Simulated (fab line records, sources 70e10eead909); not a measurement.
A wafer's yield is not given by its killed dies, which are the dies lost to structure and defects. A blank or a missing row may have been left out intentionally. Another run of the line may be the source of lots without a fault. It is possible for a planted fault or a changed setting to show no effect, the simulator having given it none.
Struck lot and sound lot, side by side ; flow nandHarc ; 40 steps out of a route of 1302
Sound: the wafers L629.2, L629.3, L629.6. The struck wafers were L638.1, L638.2, L638.3. Last of all comes the cause.
For every step that has rows: the tool of each side, followed by ch and its chambers, followed by its first start. Under that, the readings that differ: sound wafers ; struck wafers ; difference of the means ; sigmas: that difference in standard deviations of wafers without a fault.
alike: a reading whose means differ by less than 2 such deviations, as well as words and numbers matching on both sides. not compared: withheld readings; readings where some wafer has no value; bounds like >300 that might hide an equal value; numbers whose values overlap and for which the record gives no deviation.
Wherever a step has rows on one side only, a row that says differs or no value, or a row with sigmas, the two part there. Non-overlapping numbers with no deviation appear without sigmas and do not part them. A reading missing from all wafers of one side parts the sides only when that side holds two or more wafers.

first, 1 step without rows for these wafers: NHARC_THIN_TSV_DESCUM_14 (chemistry O2, time 3 s).
NHARC_THIN_TSV_ETCH_44: etches the open film in CF4/O2, target depth 1594.2 nm, time 797.1 s.
  sound on rieDiel-03 ch 1,2,3, day 25 03:32; struck on rieDiel-03 ch 0,1,2, day 28 10:27
  alike: biasW, chamberPressureMTorr, drypumpMotorCurrentA, mfcArSccm, oesProductAu, rfVppV, showerheadPlenumPTorr, throttleValvePct
  not compared: rfHoursCounterH
then, 1 step without rows for these wafers: NHARC_THIN_TSV_ETCH_15 (target depth 3000 nm, bosch target overetch cycles 2, bosch etch step 2.8 s).
NHARC_THIN_TSV_CD_MEAS_16:
  sound on cdSem-02 at day 25 04:23; struck on cdSem-02 at day 28 11:10
  alike: cdNm
then, 2 steps without rows for these wafers: NHARC_THIN_TSV_STRIP_45 (strips in O2); NHARC_THIN_TSV_STRIP_46 (strips in post etch residue remover, time 1200 s).
NHARC_THIN_TSV_DEP_47: deposits SiO2, target thk 200 nm.
  sound on pecvd-01 ch 0,2, day 25 05:17; struck on pecvd-04 ch 0,1,2, day 28 12:02
  alike: chamberPressureTorr, throttleValvePct
then, 1 step without rows for these wafers: NHARC_THIN_TSV_ETCHBACK_48 (etches the open film in C4F8/Ar, target depth 1028.5 nm, time 405.17 s).
NHARC_THIN_TSV_STRIP_62: strips in N2/H2, time 20 s.
  sound on plasmaAsher-01 ch 0, day 25 06:04; struck on plasmaAsher-01 ch 0,1, day 28 12:47
  alike: drypumpMotorCurrentA, heaterPowerW
  not compared: rfHoursCounterH
then, 3 steps without rows for these wafers: NHARC_THIN_TSV_DEGAS_49 (time 120 s); NHARC_THIN_TSV_PRE_CLEAN_50 (time 30 s); NHARC_THIN_TSV_PVD_19 (deposits TaN, target thk 20 nm).
NHARC_THIN_TSV_PVD_51: deposits Cu, target thk 100 nm.
  sound on pvdSputter-03 at day 25 06:37; struck on pvdSputter-03 at day 28 13:16
  alike: throttleValvePct
then, 2 steps without rows for these wafers: NHARC_THIN_TSV_ECD_20 (material Cu, target thk 2000 nm); NHARC_THIN_TSV_ANNEAL_52 (time 90 s).
NHARC_THIN_TSV_CMP_21: polishes, t overpolish 30 s, target thk 2000 nm.
  sound on cmp-04 ch 2,3, day 25 07:53; struck on cmp-02 ch 0,1,2, day 28 14:30
  alike: motorCurrentA, overpolishRunS, slurryFlowMlMin
then, 13 steps without rows for these wafers: NHARC_THIN_TSV_SRD_23; NHARC_THIN_TSV_DEGAS_53 (time 60 s); NHARC_THIN_TSV_PRE_CLEAN_54 (time 30 s); NHARC_THIN_TSV_PVD_55 (deposits TiN, target thk 50 nm); NHARC_THIN_TSV_PVD_24 (deposits Al, target thk 800 nm); NHARC_THIN_TSV_DEHYDRATE_25 (time 120 s); NHARC_THIN_TSV_HMDS_26 (time 30 s); NHARC_THIN_TSV_COAT_27; NHARC_THIN_TSV_SOFTBAKE_28 (time 95 s); NHARC_THIN_TSV_EBR_29; NHARC_THIN_TSV_EXPOSE_30 (exposes mask PAD); NHARC_THIN_TSV_PEB_31 (peb time 85 s); NHARC_THIN_TSV_DEVELOP_32 (time 70 s).
NHARC_THIN_TSV_CD_MEAS_33 targets a cd of 5000 nm.
  sound on cdSem-01 ch 0, day 25 09:28; struck on cdSem-02 ch 0, day 28 16:06
reading;sound;struck;difference;sigmas
cdNm (nm);4999.2 4996.6 4996.7;5002.1 5000.1 5006.0;+5.2;+2
then, 1 step without rows for these wafers: NHARC_THIN_TSV_HARDBAKE_34 (time 80 s).
NHARC_THIN_TSV_DESCUM_35: chemistry O2, time 3 s.
  sound on rieDiel-03 ch 1,2, day 25 09:39; struck on rieDiel-08 ch 0,1,3, day 28 16:16
reading;sound;struck;difference;sigmas
mfcArSccm (sccm);0 0.022 0.022;0 0 0;+0;-2
  alike: chamberPressureMTorr, drypumpMotorCurrentA, oesProductAu, rfVppV, showerheadPlenumPTorr, throttleValvePct
  not compared: rfHoursCounterH
then, 4 steps without rows for these wafers: NHARC_THIN_TSV_ETCH_59 (etches the open film in Cl2/BCl3, target depth 880 nm, time 138.1 s); NHARC_THIN_TSV_ETCH_36 (etches the open film in Cl2/BCl3, target depth 65 nm, time 18.571 s); NHARC_THIN_TSV_STRIP_56 (strips in O2); NHARC_THIN_TSV_STRIP_57 (strips in post etch residue remover, time 1200 s).
NHARC_THIN_TSV_CD_MEAS_37:
  sound on cdSem-02 at day 25 10:56; struck on cdSem-02 at day 28 17:32
  alike: cdNm
then, 1 step without rows for these wafers: NHARC_THIN_TSV_ANNEAL_58 (time 1800 s).
NHARC_END_WLT_00:
  sound on prober-01 at day 26 06:14; struck on prober-01 at day 29 02:58
  alike: VT_DECK1_BOTTOM, VT_DECK1_BOTTOM_INNER, VT_DECK1_MEDIAN_NEAR_BOTTOM, VT_DECK1_MEDIAN_NEAR_BOTTOM_INNER, VT_DECK1_MIDDLE, VT_DECK1_MIDDLE_INNER, VT_DECK1_TOP, VT_DECK1_TOP_INNER, VT_DECK2_BOTTOM, VT_DECK2_BOTTOM_INNER, VT_DECK2_MEDIAN_NEAR_BOTTOM, VT_DECK2_MEDIAN_NEAR_BOTTOM_INNER, VT_DECK2_MIDDLE, VT_DECK2_MIDDLE_INNER, VT_DECK2_TOP, VT_DECK2_TOP_INNER
  not compared: hold
NHARC_END_SORT_01:
  sound on prober-01 ch 0, day 26 09:33; struck on prober-01 ch 0, day 29 05:57
reading;sound;struck;difference;sigmas
hold;- - -;awaitDispo/4.0h/release awaitDispo/4.0h/release awaitDispo/4.0h/release;no value on the sound wafers;
defectLimitedYield (%);90.7 90.1 92.2;82.7 83.2 84.6;-7.5;-3
killedAtOther;0 1 0;77 73 58;+69;+53
killedDies;63 67 53;117 114 104;+51;+3
sort_bin_2_pct (%);3.5 4.7 2.5;6.8 8.0 5.2;+3.1;+3
sort_bin_3_pct (%);0.9 0.6 0.7;2.7 2.2 2.5;+1.7;+5
sort_bin_4_pct (%);4.9 4.6 4.6;7.8 6.6 7.7;+2.7;+2
sortNPass;614 610 624;560 563 573;-51;-3
sortYieldPct (%);90.7 90.1 92.2;82.7 83.2 84.6;-7.5;-3
  alike: killedAtArray, killedAtPeriphery, killedOpen, killedShort, sortRimYieldPct

== WHERE THEY PART ==
First at NHARC_THIN_TSV_CD_MEAS_33; last, within this record, at NHARC_END_SORT_01.

WHY: whatever the simulator had introduced
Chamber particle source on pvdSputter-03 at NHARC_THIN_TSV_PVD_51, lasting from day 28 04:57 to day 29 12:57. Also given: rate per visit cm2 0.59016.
